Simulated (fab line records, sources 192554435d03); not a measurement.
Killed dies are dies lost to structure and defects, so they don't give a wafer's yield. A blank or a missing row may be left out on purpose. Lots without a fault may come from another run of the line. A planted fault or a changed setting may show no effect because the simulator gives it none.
fab line records | flow n5_finfet
record lots=24 wafers=72 last_day=18
route steps=1938 shown BEOL_M10@1484 BEOL_M11@1571
lots that met no fault: from a run of the same line without faults
start_h: hours from the record's first day to the start of the lot's first wafer shown | wait_h: hours since the lot's step before | " the same as in the row above | L1.1+2: a row that stands for several wafers | - no value, or no start given | * or withheld: withheld | < > ~ a bound
route shown NAME@n: a module of which the file shows steps, and the number in the route of the first | usual: mean/standard deviation of fault-free wafers | same: alike in all rows | chamber/n: place in a boat | sites: the reading at each site | _std_site: their standard deviation | _edge_site: outer sites' mean less inner sites' | radius_mm: how far each site lies from the wafer's centre | mask NAME#n: copy n | behind: the tool/chamber that last shaped the wafer | hold: why the lot was held/for how many hours/how that ended | device: the transistor (n, p or np) that didn't switch | end of line: the same wafers' tests at the end of the route | a step without rows: its recipe alone | killed: dies lost to structure and defects at the first sort, not the wafer's yield | map: a wafer's dies, x killed, . not, _ none there
set.NAME: the setting as run; set.NAME@STEP: as run at that earlier step | model.NAME: the simulator's own value behind a step, which no gauge read
steps of the route over a sample of lots; a table a step, a row a wafer
services: from which hour (start_h, from the record's first day; less than 0 if before it) a tool's chamber was out of use, for how many hours, and why
## steps
# step N5_BEOL_M10_OVL_MEAS_12
# recipe points_per_wafer=44
# usual M10_OVL=0.1/0.82
# columns lot.wafer tool chamber start_h wait_h M10_OVL[nm]
L074.2 overlay-02 0 208.44 0.0 -0.2
L074.4 " 0 " " -1.0
L074.6 " 0 " " -0.4
L075.1 overlay-01 0 238.64 0.0 -0.4
L075.4 " 0 " " -0.5
L075.6 " 0 " " -0.1
L076.3 overlay-01 0 246.39 0.0 0.4
L076.5 " 0 " " 0.8
L076.6 " 0 " " 0.3
L077.2 overlay-01 0 246.58 0.0 -0.1
L077.4 " 0 " " 0.1
L077.5 " 0 " " -0.4
L078.1 overlay-02 0 252.84 0.1 -0.3
L078.3 " 0 " " -0.6
L078.4 " 0 " " -0.2
L080.2 overlay-01 0 271.42 0.0 0.3
L080.3 " 0 " " 0.5
L080.6 " 0 " " -1.4
L079.1 overlay-02 0 271.67 0.0 -0.4
L079.3 " 0 " " -0.7
L079.4 " 0 " " -1.4
L082.4 overlay-01 0 272.70 0.0 -0.4
L082.5 " 0 " " 1.0
L082.6 " 0 " " 0.6
L085.2 overlay-01 0 278.63 0.0 0.4
L085.3 " 0 " " 0.4
L085.5 " 0 " " 0.3
L081.3 overlay-01 0 279.62 0.0 -1.0
L081.5 " 0 " " -1.4
L081.6 " 0 " " 0.2
L083.4 overlay-02 0 287.70 0.0 -1.0
L083.5 " 0 " " -0.4
L083.6 " 0 " " 0.1
L084.3 overlay-02 0 292.53 0.0 -1.3
L084.4 " 0 " " 0.1
L084.5 " 0 " " 0.5
L087.1 overlay-02 0 298.53 0.0 -0.1
L087.3 " 0 " " 1.9
L087.6 " 0 " " 0.9
L088.2 overlay-02 0 300.26 0.0 -0.8
L088.4 " 0 " " 0.1
L088.5 " 0 " " -1.2
L086.1 overlay-02 0 300.47 0.1 0.9
L086.3 " 0 " " 0.0
L086.5 " 0 " " 0.5
L089.4 overlay-02 0 312.34 0.0 0.1
L089.5 " 0 " " 0.6
L089.6 " 0 " " 0.3
L090.1 overlay-02 0 329.37 0.0 -0.2
L090.3 " 0 " " -0.5
L090.5 " 0 " " -1.2
L091.3 overlay-01 0 335.75 0.0 -0.2
L091.5 " 0 " " 0.0
L091.6 " 0 " " -0.1
L093.2 overlay-01 0 336.08 0.0 1.5
L093.3 " 0 " " 1.8
L093.5 " 0 " " 2.4
L092.2 overlay-01 0 348.23 0.0 -2.0
L092.3 " 0 " " -0.8
L092.6 " 0 " " -1.3
L094.1 overlay-02 0 348.52 0.0 0.6
L094.5 " 0 " " -0.5
L094.6 " 0 " " 0.3
L095.1 overlay-02 0 371.49 0.0 -0.5
L095.4 " 0 " " 0.6
L095.5 " 0 " " 1.5
L096.1 overlay-02 0 379.98 0.0 0.5
L096.2 " 0 " " 1.0
L096.5 " 0 " " 0.1
L097.2 overlay-01 0 380.31 0.0 1.2
L097.3 " 0 " " 0.5
L097.5 " 0 " " 0.7
# step N5_BEOL_M10_HM_OPEN_17
# recipe chemistry=Cl2/BCl3 target_depth_a=200 overetch_a=60 target=TiN mask_material=SOC ion_energy_ev=150 pressure_mtorr=10 icp_w=1000 bias_w=126 Cl2_flow_sccm=53.25 bcl3_flow_sccm=21.75 Ar_flow_sccm=25
# usual drypump_motor_current_A=6.0/0.37 he_backside_leak_sccm=3.54/0.23 mfc_ar_sccm=25.00/0.081 mfc_cl2_sccm=53.28/0.16 oes_product_au=0.69/0.049 throttle_valve_pct=22.08/0.23
# columns lot.wafer tool chamber start_h wait_h drypump_motor_current_A he_backside_leak_sccm mfc_ar_sccm mfc_cl2_sccm oes_product_au rf_hours_counter_h throttle_valve_pct
L074.2 rie_metal-02 0 208.84 0.0 6.1 3.46 25.01 53.40 0.74 13 22.11
L074.4 " 0 " " 6.1 3.51 24.97 53.32 0.73 - 22.11
L074.6 " 1 " " 6.2 3.25 24.98 53.36 0.74 - 22.34
L075.1 rie_metal-01 1 239.18 0.0 6.1 3.83 24.97 53.39 0.67 37 22.25
L075.4 " 1 " " 6.1 3.82 25.07 53.40 0.66 - 22.25
L075.6 " 0 " " 5.3 3.69 24.91 53.40 0.64 - 21.77
L076.3 rie_metal-01 1 246.88 0.1 6.1 3.55 25.06 53.30 0.67 - 22.25
L076.5 " 0 " " 5.3 3.64 24.97 53.04 0.65 - 21.73
L076.6 " 1 " " 6.2 3.90 25.10 53.51 0.68 - 22.24
L077.2 rie_metal-01 0 246.94 0.1 5.3 3.57 25.05 53.30 0.64 44 21.77
L077.4 " 0 " " 5.3 3.64 25.11 53.38 0.64 - 21.74
L077.5 " 0 " " 5.3 3.56 25.05 53.34 0.65 - 21.75
L078.1 rie_metal-02 1 253.17 0.0 6.2 3.02 24.93 52.99 0.74 12 22.37
L078.3 " 1 " " 6.2 3.08 24.85 53.29 0.73 - 22.37
L078.4 " 0 " " 6.1 3.55 25.01 53.20 0.72 - 22.12
L080.2 rie_metal-01 0 272.09 0.0 5.3 3.61 24.91 53.11 0.64 46 21.76
L080.3 " 0 " " 5.3 3.72 24.77 53.36 0.63 - 21.76
L080.6 " 0 " " 5.3 3.67 24.97 53.34 0.64 - 21.77
L079.1 rie_metal-01 1 272.34 0.0 6.1 3.30 25.01 53.16 0.67 41 22.23
L079.3 " 1 " " 6.1 3.36 24.87 53.30 0.68 - 22.23
L079.4 " 0 " " 5.3 3.65 24.96 53.32 0.65 - 21.73
L082.4 rie_metal-03 0 273.12 0.1 6.3 3.70 25.06 53.34 0.67 - 22.09
L082.5 " 0 " " 6.3 3.58 25.05 53.64 0.67 - 22.08
L082.6 " 0 " " 6.3 3.58 25.16 53.21 0.67 - 22.09
L085.2 rie_metal-02 0 279.03 0.0 6.1 3.31 25.09 53.08 0.72 19 22.12
L085.3 " 0 " " 6.1 3.41 25.02 53.33 0.72 - 22.12
L085.5 " 1 " " 6.2 3.16 25.03 53.25 0.72 - 22.36
L081.3 rie_metal-02 1 279.98 0.1 6.2 3.15 24.98 53.25 0.72 - 22.37
L081.5 " 1 " " 6.2 3.15 24.90 53.43 0.72 - 22.35
L081.6 " 0 " " 6.1 3.45 25.11 53.36 0.72 - 22.12
L083.4 rie_metal-01 1 288.28 0.1 6.1 3.57 24.92 53.19 0.67 - 22.27
L083.5 " 1 " " 6.2 3.43 24.99 53.32 0.65 - 22.27
L083.6 " 0 " " 5.3 3.62 24.97 53.17 0.64 - 21.74
L084.3 rie_metal-01 1 293.11 0.1 6.1 4.00 25.07 53.42 0.66 - 22.29
L084.4 " 0 " " 5.3 3.73 24.89 53.42 0.64 - 21.76
L084.5 " 0 " " 5.3 3.79 24.85 53.40 0.64 - 21.76
L087.1 rie_metal-02 1 298.86 0.0 6.2 3.26 24.97 53.66 0.71 16 22.38
L087.3 " 1 " " 6.2 3.26 25.03 53.61 0.70 - 22.39
L087.6 " 1 " " 6.2 3.20 24.92 53.22 0.71 - 22.39
L088.2 rie_metal-02 1 300.72 0.0 6.2 4.25 24.98 52.99 0.71 17 22.39
L088.4 " 1 " " 6.2 3.10 24.90 52.95 0.72 - 22.39
L088.5 " 0 " " 6.1 3.60 25.10 53.27 0.72 - 22.14
L086.1 rie_metal-02 0 301.08 0.0 6.1 3.56 25.07 53.08 0.72 20 22.12
L086.3 " 0 " " 6.1 3.63 24.95 52.97 0.73 - 22.12
L086.5 " 0 " " 6.1 3.51 24.99 53.14 0.72 - 22.11
L089.4 rie_metal-03 0 312.84 0.1 6.3 3.66 25.26 53.23 0.67 - 22.06
L089.5 " 0 " " 6.3 3.63 25.16 53.18 0.67 - 22.09
L089.6 " 1 " " 6.1 3.35 25.12 53.27 0.82 - 21.76
L090.1 rie_metal-03 0 329.70 0.0 6.3 3.58 25.05 53.16 0.65 49 22.09
L090.3 " 0 " " 6.3 3.59 24.99 53.15 0.65 - 22.11
L090.5 " 1 " " 6.0 3.43 25.02 53.22 0.79 - 21.80
L091.3 rie_metal-03 0 336.10 0.1 6.3 3.69 25.05 53.35 0.67 - 22.08
L091.5 " 1 " " 6.1 3.35 25.07 53.13 0.81 - 21.76
L091.6 " 0 " " 6.3 3.70 25.05 53.03 0.66 - 22.10
L093.2 rie_metal-01 1 336.41 0.0 6.1 3.90 25.19 53.45 0.66 47 22.25
L093.3 " 0 " " 5.3 3.70 25.00 53.21 0.64 - 21.76
L093.5 " 0 " " 5.3 3.69 25.05 52.94 0.64 - 21.75
L092.2 rie_metal-01 1 348.56 0.0 6.1 3.59 24.90 53.20 0.66 49 22.26
L092.3 " 1 " " 6.1 3.66 24.94 53.01 0.65 - 22.26
L092.6 " 0 " " 5.3 3.72 24.98 53.29 0.62 - 21.77
L094.1 rie_metal-01 1 348.85 0.0 6.1 4.05 25.04 53.34 0.64 49 22.28
L094.5 " 0 " " 5.3 3.64 25.00 53.37 0.62 - 21.78
L094.6 " 1 " " 6.1 3.88 25.03 53.41 0.64 - 22.27
L095.1 rie_metal-01 0 371.82 0.0 5.3 3.61 25.03 53.17 0.63 56 21.75
L095.4 " 1 " " 6.1 3.57 24.98 53.35 0.64 - 22.29
L095.5 " 1 " " 6.1 3.88 24.91 53.29 0.64 - 22.28
L096.1 rie_metal-02 0 380.37 0.0 6.1 3.59 25.12 53.39 0.68 28 22.16
L096.2 " 1 " " 6.2 3.02 25.02 53.52 0.68 24 22.42
L096.5 " 0 " " 6.1 3.54 25.12 53.47 0.68 - 22.16
L097.2 rie_metal-03 0 380.64 0.0 6.3 3.58 24.95 53.19 0.65 52 22.11
L097.3 " 0 " " 6.3 3.60 24.96 53.36 0.66 - 22.09
L097.5 " 1 " " 6.1 3.40 24.99 53.45 0.79 - 21.79
# step N5_BEOL_M11_DESCUM_33
# recipe chemistry=O2 time_s=7.9 source_power_w=50 bias_power_w=20 pressure_mtorr=20 rf_frequency_hz=2.712e+07 temp_c=40 resist=CAR-ArF o2_flow_sccm=225
# usual drypump_motor_current_A=5.7/0.4 oes_product_au=0.78/0.09 rf_vpp_V=243.0/1.4 showerhead_plenum_p_Torr=2.08/0.076 throttle_valve_pct=20.40/0.25
# columns lot.wafer tool chamber start_h wait_h drypump_motor_current_A oes_product_au rf_hours_counter_h rf_vpp_V showerhead_plenum_p_Torr throttle_valve_pct
L074.2 rie_diel-03 3 220.17 0.7 5.5 0.70 196 244.0 2.17 20.43
L074.4 " 0 " " 5.9 0.85 65 242.8 2.02 20.12
L074.6 " 2 " " 6.0 0.76 - 241.5 1.99 20.47
L075.1 rie_diel-02 2 245.69 0.0 5.9 0.75 161 243.9 2.09 20.68
L075.4 " 3 " " 4.9 0.72 224 241.1 2.00 20.93
L075.6 " 1 " " 6.3 0.95 - 241.5 2.03 19.96
L076.3 rie_diel-03 2 259.57 0.0 6.0 0.74 188 241.7 1.99 20.51
L076.5 " 3 " " 5.5 0.69 - 243.7 2.16 20.46
L076.6 " 2 " " 6.0 0.74 - 242.6 1.99 20.47
L077.2 rie_diel-03 3 260.04 0.4 5.5 0.69 207 243.6 2.16 20.46
L077.4 " 2 " " 6.0 0.74 189 241.2 1.99 20.49
L077.5 " 1 " " 5.7 0.75 - 243.9 2.08 20.20
L078.1 rie_diel-02 2 266.57 0.3 5.9 0.75 167 242.9 2.09 20.66
L078.3 " 0 " " 5.7 0.91 23 244.9 2.13 20.19
L078.4 " 3 " " 4.9 0.70 230 240.8 1.99 20.95
L082.4 rie_diel-04 2 282.15 0.1 5.8 0.71 194 243.6 2.05 20.31
L082.5 " 2 " " 5.8 0.71 - 242.8 2.05 20.30
L082.6 " 3 " " 6.2 0.83 - 243.8 2.22 20.63
L080.2 rie_diel-02 0 282.28 0.1 5.7 0.90 28 244.0 2.13 20.22
L080.3 " 2 " " 5.9 0.74 171 242.1 2.09 20.70
L080.6 " 2 " " 5.8 0.74 - 242.2 2.09 20.67
L079.1 rie_diel-02 1 282.75 0.4 6.4 0.94 15 241.9 2.03 19.97
L079.3 " 0 " " 5.7 0.90 28 245.1 2.13 20.22
L079.4 " 3 " " 4.9 0.71 235 241.2 1.99 20.95
L085.2 rie_diel-02 3 292.46 0.3 4.9 0.70 238 241.3 1.99 20.96
L085.3 " 0 " " 5.7 0.89 31 242.8 2.13 20.22
L085.5 " 0 " " 5.7 0.89 - 243.0 2.13 20.22
L081.3 rie_diel-04 2 292.58 0.2 5.8 0.71 198 242.3 2.05 20.33
L081.5 " 3 " " 6.3 0.83 - 244.9 2.22 20.63
L081.6 " 1 " " 5.2 0.94 - 243.1 2.15 20.24
L083.4 rie_diel-03 3 299.46 0.0 5.5 0.68 219 242.8 2.16 20.48
L083.5 " 2 " " 6.0 0.74 - 242.1 1.98 20.52
L083.6 " 3 " " 5.5 0.68 - 243.0 2.16 20.47
L084.3 rie_diel-03 0 301.17 0.0 6.0 0.82 87 241.8 2.01 20.15
L084.4 " 1 " " 5.7 0.74 177 243.6 2.07 20.22
L084.5 " 1 " " 5.7 0.75 - 244.2 2.07 20.21
L087.1 rie_diel-03 0 306.63 0.0 5.9 0.81 88 240.9 2.01 20.16
L087.3 " 3 " " 5.5 0.67 220 245.7 2.16 20.48
L087.6 " 2 " " 6.0 0.73 - 242.9 1.98 20.52
L088.2 rie_diel-02 3 308.81 0.2 4.9 0.70 243 241.4 1.99 20.96
L088.4 " 3 " " 4.9 0.70 - 240.0 1.99 20.95
L088.5 " 2 " " 5.8 0.73 - 242.3 2.08 20.70
L086.1 rie_diel-04 3 308.93 0.0 6.3 0.81 89 245.7 2.22 20.66
L086.3 " 1 " " 5.2 0.93 17 243.7 2.15 20.27
L086.5 " 1 " " 5.2 0.93 - 243.6 2.15 20.27
L089.4 rie_diel-03 3 323.00 0.0 5.5 0.68 - 241.6 2.16 20.48
L089.5 " 2 " " 6.0 0.74 - 242.0 1.98 20.53
L089.6 " 1 " " 5.7 0.74 - 243.5 2.07 20.23
L090.1 rie_diel-04 2 343.07 0.0 5.8 0.71 214 242.1 2.05 20.34
L090.3 " 1 " " 5.2 0.91 26 244.3 2.15 20.27
L090.5 " 1 " " 5.2 0.91 - 243.3 2.15 20.29
L093.2 rie_diel-03 2 350.31 0.0 6.0 0.73 215 240.4 1.98 20.55
L093.3 " 1 " " 5.7 0.74 192 244.9 2.07 20.23
L093.5 " 0 " " 5.9 0.80 - 242.7 2.01 20.16
L091.3 rie_diel-02 3 350.67 0.2 4.9 0.97 3 245.5 2.25 20.56
L091.5 " 0 " " 5.7 0.85 - 245.2 2.13 20.24
L091.6 " 1 " " 6.4 0.87 - 242.8 2.02 20.03
L092.2 rie_diel-02 1 356.35 0.0 6.3 0.87 41 243.4 2.02 20.01
L092.3 " 3 " " 4.8 0.98 4 243.9 2.25 20.55
L092.6 " 2 " " 5.9 0.72 - 245.4 2.08 20.72
L094.1 rie_diel-03 0 358.09 0.0 5.9 0.81 100 241.9 2.01 20.18
L094.5 " 1 " " 5.7 0.74 - 242.5 2.07 20.24
L094.6 " 0 " " 5.9 0.79 - 243.9 2.01 20.17
L095.1 rie_diel-04 3 378.85 0.0 6.3 0.79 109 243.7 2.21 20.68
L095.4 " 3 " " 6.3 0.79 - 243.5 2.21 20.68
L095.5 " 2 " " 5.8 0.69 - 243.8 2.04 20.36
L096.1 rie_diel-03 1 390.44 0.0 5.7 0.72 203 243.2 2.07 20.25
L096.2 " 3 " " 5.5 0.66 245 243.2 2.15 20.52
L096.5 " 3 " " 5.5 0.65 - 244.5 2.15 20.52
L097.2 rie_diel-03 1 393.00 0.0 5.7 0.72 204 243.5 2.07 20.26
L097.3 " 2 " " 6.0 0.72 228 242.3 1.98 20.56
L097.5 " 2 " " 6.0 0.73 - 240.8 1.98 20.54
# step N5_BEOL_M11_VIA_ETCH_34
# recipe chemistry=C4F6/O2 target=SiCOH_lowk target_depth_a=1845 mask_material=SOC taper_deg=4 time_s=69.2 ion_energy_ev=250 pressure_mtorr=30 source_w=345 bias_w=185 Ar_flow_sccm=300 C4F6_flow_sccm=10 O2_flow_sccm=10
# usual drypump_motor_current_A=5.7/0.4 mfc_ar_sccm=300.2/0.94 oes_product_au=0.78/0.09 rf_vpp_V=667/12 showerhead_plenum_p_Torr=2.84/0.095 throttle_valve_pct=20.93/0.18
# columns lot.wafer tool chamber start_h wait_h drypump_motor_current_A mfc_ar_sccm oes_product_au rf_hours_counter_h rf_vpp_V showerhead_plenum_p_Torr throttle_valve_pct
L074.2 rie_diel-03 3 220.38 0.0 5.6 301.3 0.69 196 655 2.94 20.90
L074.4 " 0 " " 5.9 299.6 0.84 65 691 2.77 20.72
L074.6 " 2 " " 6.0 300.7 0.74 - 664 2.72 20.93
L075.1 rie_diel-02 2 245.90 0.0 5.8 298.9 0.75 161 669 2.86 21.25
L075.4 " 3 " " 4.9 299.8 0.73 224 663 2.69 21.19
L075.6 " 1 " " 6.4 301.0 0.97 - 658 2.82 20.75
L076.3 rie_diel-03 2 259.78 0.0 6.0 299.9 0.74 188 665 2.71 20.96
L076.5 " 3 " " 5.5 300.8 0.69 - 654 2.93 20.92
L076.6 " 2 " " 6.1 297.6 0.73 - 664 2.71 20.93
L077.2 rie_diel-03 3 260.25 0.0 5.5 299.1 0.69 207 652 2.93 20.92
L077.4 " 2 " " 6.0 300.0 0.74 189 664 2.71 20.96
L077.5 " 1 " " 5.7 299.6 0.76 - 681 2.86 20.82
L078.1 rie_diel-02 2 266.78 0.0 5.9 300.6 0.74 167 669 2.86 21.26
L078.3 " 0 " " 5.7 298.5 0.91 24 670 2.90 20.66
L078.4 " 3 " " 4.9 300.2 0.71 230 664 2.68 21.20
L082.4 rie_diel-04 2 282.36 0.0 5.8 299.8 0.72 194 651 2.84 21.00
L082.5 " 2 " " 5.8 300.8 0.71 - 649 2.84 21.00
L082.6 " 3 " " 6.3 299.9 0.82 - 655 3.01 21.04
L080.2 rie_diel-02 0 282.49 0.0 5.7 300.4 0.91 28 669 2.89 20.66
L080.3 " 2 " " 5.9 301.1 0.74 171 668 2.86 21.28
L080.6 " 2 " " 5.9 300.7 0.74 - 668 2.86 21.27
L079.1 rie_diel-02 1 282.96 0.0 6.3 300.3 0.93 15 658 2.82 20.76
L079.3 " 0 " " 5.7 300.7 0.90 28 670 2.89 20.66
L079.4 " 3 " " 4.9 301.7 0.71 235 662 2.68 21.21
L085.2 rie_diel-02 3 292.67 0.0 4.9 299.6 0.72 238 665 2.68 21.22
L085.3 " 0 " " 5.7 301.5 0.90 31 669 2.89 20.66
L085.5 " 0 " " 5.7 300.9 0.90 - 670 2.89 20.66
L081.3 rie_diel-04 2 292.79 0.0 5.8 301.0 0.72 198 650 2.83 21.01
L081.5 " 3 " " 6.3 301.4 0.81 - 654 3.01 21.05
L081.6 " 1 " " 5.2 301.7 0.94 - 676 2.93 20.80
L083.4 rie_diel-03 3 299.67 0.0 5.6 299.3 0.68 219 654 2.93 20.92
L083.5 " 2 " " 6.0 300.2 0.74 - 665 2.71 20.97
L083.6 " 3 " " 5.5 301.1 0.68 - 654 2.93 20.93
L084.3 rie_diel-03 0 301.38 0.0 5.9 299.7 0.82 87 690 2.76 20.75
L084.4 " 1 " " 5.7 300.4 0.75 177 681 2.85 20.84
L084.5 " 1 " " 5.7 299.2 0.75 - 684 2.85 20.83
L087.1 rie_diel-03 0 306.84 0.0 5.9 299.9 0.81 88 690 2.76 20.75
L087.3 " 3 " " 5.5 299.7 0.68 221 654 2.93 20.93
L087.6 " 2 " " 6.0 300.2 0.73 - 665 2.71 20.98
L088.2 rie_diel-02 3 309.01 0.0 4.9 300.0 0.71 243 663 2.68 21.22
L088.4 " 3 " " 4.9 300.8 0.71 - 664 2.68 21.22
L088.5 " 2 " " 5.9 300.7 0.74 - 669 2.85 21.30
L086.1 rie_diel-04 3 309.14 0.0 6.3 300.2 0.81 89 654 3.00 21.04
L086.3 " 1 " " 5.2 301.1 0.93 17 677 2.93 20.78
L086.5 " 1 " " 5.2 301.5 0.92 - 675 2.93 20.79
L089.4 rie_diel-03 3 323.21 0.0 5.5 300.0 0.67 - 653 2.92 20.97
L089.5 " 2 " " 6.0 298.2 0.73 - 665 2.70 20.99
L089.6 " 1 " " 5.7 299.6 0.75 - 682 2.85 20.83
L090.1 rie_diel-04 2 343.28 0.0 5.8 300.0 0.70 214 651 2.83 21.02
L090.3 " 1 " " 5.2 300.1 0.90 26 678 2.92 20.80
L090.5 " 1 " " 5.2 298.6 0.90 - 675 2.92 20.81
L093.2 rie_diel-03 2 350.52 0.0 6.1 301.0 0.72 215 665 2.70 21.01
L093.3 " 1 " " 5.7 300.5 0.74 192 682 2.84 20.85
L093.5 " 0 " " 5.9 298.8 0.80 - 688 2.76 20.78
L091.3 rie_diel-02 3 350.88 0.0 4.9 299.0 1.00 3 675 3.01 20.85
L091.5 " 0 " " 5.7 299.6 0.87 - 669 2.89 20.69
L091.6 " 1 " " 6.4 300.7 0.88 - 656 2.81 20.80
L092.2 rie_diel-02 1 356.56 0.0 6.4 299.0 0.88 41 659 2.81 20.81
L092.3 " 3 " " 4.9 300.2 0.98 5 675 3.01 20.84
L092.6 " 2 " " 5.9 300.5 0.72 - 667 2.84 21.29
L094.1 rie_diel-03 0 358.30 0.0 6.0 299.9 0.79 101 690 2.76 20.78
L094.5 " 1 " " 5.7 301.8 0.74 - 680 2.84 20.85
L094.6 " 0 " " 5.9 298.4 0.80 - 689 2.76 20.77
L095.1 rie_diel-04 3 379.06 0.0 6.3 298.4 0.78 109 655 2.99 21.07
L095.4 " 3 " " 6.3 298.4 0.79 - 654 2.99 21.08
L095.5 " 2 " " 5.8 301.9 0.68 - 652 2.82 21.05
L096.1 rie_diel-03 1 390.65 0.0 5.7 300.7 0.73 203 681 2.84 20.85
L096.2 " 3 " " 5.5 298.4 0.66 245 654 2.92 20.97
L096.5 " 3 " " 5.5 299.7 0.66 - 654 2.92 20.94
L097.2 rie_diel-03 1 393.21 0.0 5.7 300.1 0.73 204 682 2.84 20.86
L097.3 " 2 " " 6.0 301.1 0.71 228 664 2.70 21.01
L097.5 " 2 " " 6.1 300.2 0.71 - 665 2.70 21.02
# step N5_BEOL_M11_ANNEAL_51
# recipe temp_c=225 time_s=90 ambient=N2
# usual wafer_temp_C_max=225.94/0.27
# columns lot.wafer tool chamber start_h wait_h wafer_temp_C_max
L074.2 rtp_anneal-02 0 223.77 0.1 225.94
L074.4 " 0 " " 225.78
L074.6 " 0 " " 226.09
L075.1 rtp_anneal-01 0 249.35 0.1 226.24
L075.4 " 0 " " 226.43
L075.6 " 0 " " 226.52
L076.3 rtp_anneal-02 0 262.15 0.6 225.40
L076.5 " 0 " " 226.12
L076.6 " 0 " " 225.62
L077.2 rtp_anneal-02 0 263.01 1.1 225.98
L077.4 " 0 " " 225.89
L077.5 " 0 " " 225.88
L078.1 rtp_anneal-01 0 269.87 1.1 225.74
L078.3 " 0 " " 225.71
L078.4 " 0 " " 226.09
L080.2 rtp_anneal-02 0 286.29 0.2 225.87
L080.3 " 0 " " 225.90
L080.6 " 0 " " 226.19
L082.4 rtp_anneal-02 0 286.73 0.2 225.78
L082.5 " 0 " " 225.87
L082.6 " 0 " " 225.96
L079.1 rtp_anneal-02 0 286.86 0.3 226.06
L079.3 " 0 " " 225.81
L079.4 " 0 " " 226.04
L085.2 rtp_anneal-02 0 294.73 0.1 225.92
L085.3 " 0 " " 226.06
L085.5 " 0 " " 225.44
L081.3 rtp_anneal-01 0 295.16 0.1 225.99
L081.5 " 0 " " 226.59
L081.6 " 0 " " 226.01
L083.4 rtp_anneal-01 0 302.44 0.4 225.59
L083.5 " 0 " " 226.35
L083.6 " 0 " " 226.19
L084.3 rtp_anneal-02 0 304.50 0.8 225.25
L084.4 " 0 " " 225.60
L084.5 " 0 " " 225.61
L087.1 rtp_anneal-02 0 308.97 0.1 226.46
L087.3 " 0 " " 225.61
L087.6 " 0 " " 225.95
L088.2 rtp_anneal-01 0 312.59 0.1 225.61
L088.4 " 0 " " 225.63
L088.5 " 0 " " 225.76
L086.1 rtp_anneal-02 0 312.71 0.1 225.64
L086.3 " 0 " " 225.97
L086.5 " 0 " " 225.86
L089.4 rtp_anneal-01 0 329.03 0.2 225.85
L089.5 " 0 " " 225.80
L089.6 " 0 " " 226.27
L090.1 rtp_anneal-01 0 346.98 0.1 226.24
L090.3 " 0 " " 226.21
L090.5 " 0 " " 226.20
L093.2 rtp_anneal-01 0 352.81 0.3 226.36
L093.3 " 0 " " 226.13
L093.5 " 0 " " 225.98
L091.3 rtp_anneal-01 0 353.35 0.1 225.79
L091.5 " 0 " " 226.37
L091.6 " 0 " " 226.14
L092.2 rtp_anneal-02 0 358.61 0.1 225.46
L092.3 " 0 " " 225.73
L092.6 " 0 " " 225.40
L094.1 rtp_anneal-01 0 361.28 0.1 226.34
L094.5 " 0 " " 226.09
L094.6 " 0 " " 226.23
L095.1 rtp_anneal-02 0 382.96 0.1 225.72
L095.4 " 0 " " 226.01
L095.5 " 0 " " 225.81
L096.1 rtp_anneal-02 0 394.34 0.1 225.80
L096.2 " 0 " " 226.13
L096.5 " 0 " " 225.92
L097.2 rtp_anneal-01 0 395.28 0.3 226.00
L097.3 " 0 " " 225.74
L097.5 " 0 " " 226.22
# step N5_BEOL_M11_INSPECT_58
# recipe inspect_instrument=darkfield mode=post_dep
# usual raw_defect_count=70/26
# columns lot.wafer tool chamber start_h wait_h raw_defect_count
L074.2 defect_inspect-01 - 224.50 0.0 64
L074.4 " - " " 55
L074.6 " - " " 50
L075.1 defect_inspect-01 - 250.11 0.0 53
L075.4 " - " " 62
L075.6 " - " " 56
L076.3 defect_inspect-01 - 262.81 0.0 66
L076.5 " - " " 83
L076.6 " - " " 67
L077.2 defect_inspect-01 - 263.71 0.0 133
L077.4 " - " " 144
L077.5 " - " " 79
L078.1 defect_inspect-01 - 270.62 0.0 71
L078.3 " - " " 56
L078.4 " - " " 67
L080.2 defect_inspect-01 - 286.99 0.0 63
L080.3 " - " " 46
L080.6 " - " " 51
L082.4 defect_inspect-02 - 287.34 0.0 57
L082.5 " - " " 74
L082.6 " - " " 39
L079.1 defect_inspect-01 - 287.61 0.0 83
L079.3 " - " " 129
L079.4 " - " " 82
L085.2 defect_inspect-02 - 295.45 0.0 42
L085.3 " - " " 64
L085.5 " - " " 81
L081.3 defect_inspect-01 - 295.81 0.0 45
L081.5 " - " " 50
L081.6 " - " " 66
L083.4 defect_inspect-01 - 303.05 0.0 84
L083.5 " - " " 93
L083.6 " - " " 69
L084.3 defect_inspect-01 - 305.16 0.0 48
L084.4 " - " " 53
L084.5 " - " " 39
L087.1 defect_inspect-02 - 309.72 0.0 89
L087.3 " - " " 73
L087.6 " - " " 104
L088.2 defect_inspect-02 - 313.29 0.0 63
L088.4 " - " " 74
L088.5 " - " " 101
L086.1 defect_inspect-01 - 313.45 0.0 64
L086.3 " - " " 65
L086.5 " - " " 37
L089.4 defect_inspect-02 - 329.65 0.0 59
L089.5 " - " " 90
L089.6 " - " " 66
L090.1 defect_inspect-02 - 347.74 0.0 56
L090.3 " - " " 66
L090.5 " - " " 75
L093.2 defect_inspect-02 - 353.53 0.0 141
L093.3 " - " " 85
L093.5 " - " " 58
L091.3 defect_inspect-01 - 354.01 0.0 42
L091.5 " - " " 57
L091.6 " - " " 60
L092.2 defect_inspect-01 - 359.34 0.0 86
L092.3 " - " " 75
L092.6 " - " " 65
L094.1 defect_inspect-02 - 362.05 0.0 103
L094.5 " - " " 140
L094.6 " - " " 79
L095.1 defect_inspect-02 - 383.70 0.0 35
L095.4 " - " " 71
L095.5 " - " " 36
L096.1 defect_inspect-02 - 395.11 0.0 52
L096.2 " - " " 56
L096.5 " - " " 28
L097.2 defect_inspect-02 - 395.98 0.0 62
L097.3 " - " " 59
L097.5 " - " " 70
## services
# columns tool chamber start_h hours kind
rie_diel-02 1 194.32 - clean
rie_diel-02 1 194.32 - consumable_replace:focus_ring
rie_diel-02 1 194.32 25.5 scheduled_down
rie_diel-02 1 194.32 25.5 vent_cycle
rie_diel-04 0 204.06 8.8 repair
rie_diel-04 1 225.88 - clean
rie_diel-04 1 225.88 - consumable_replace:focus_ring
rie_diel-04 1 225.88 31.8 scheduled_down
rie_diel-04 1 225.88 31.8 vent_cycle
rie_metal-02 - 233.82 14.6 pm
rie_diel-02 1 257.11 6.0 repair
rie_diel-04 0 284.54 18.3 repair
rie_diel-02 3 293.80 6.4 repair
rie_diel-04 0 307.97 - clean
rie_diel-03 0 318.87 4.7 repair
rie_diel-02 3 325.04 - clean
rie_diel-02 3 325.04 - consumable_replace:focus_ring
rie_diel-02 3 325.04 - consumable_replace:showerhead
rie_diel-02 3 325.04 14.1 scheduled_down
rie_diel-02 3 325.04 14.1 vent_cycle
rie_diel-03 0 325.59 3.4 repair
rie_metal-02 - 346.79 0.3 repair
rie_diel-04 1 350.14 7.9 repair
rie_diel-04 0 378.54 9.7 repair
## key
fault none
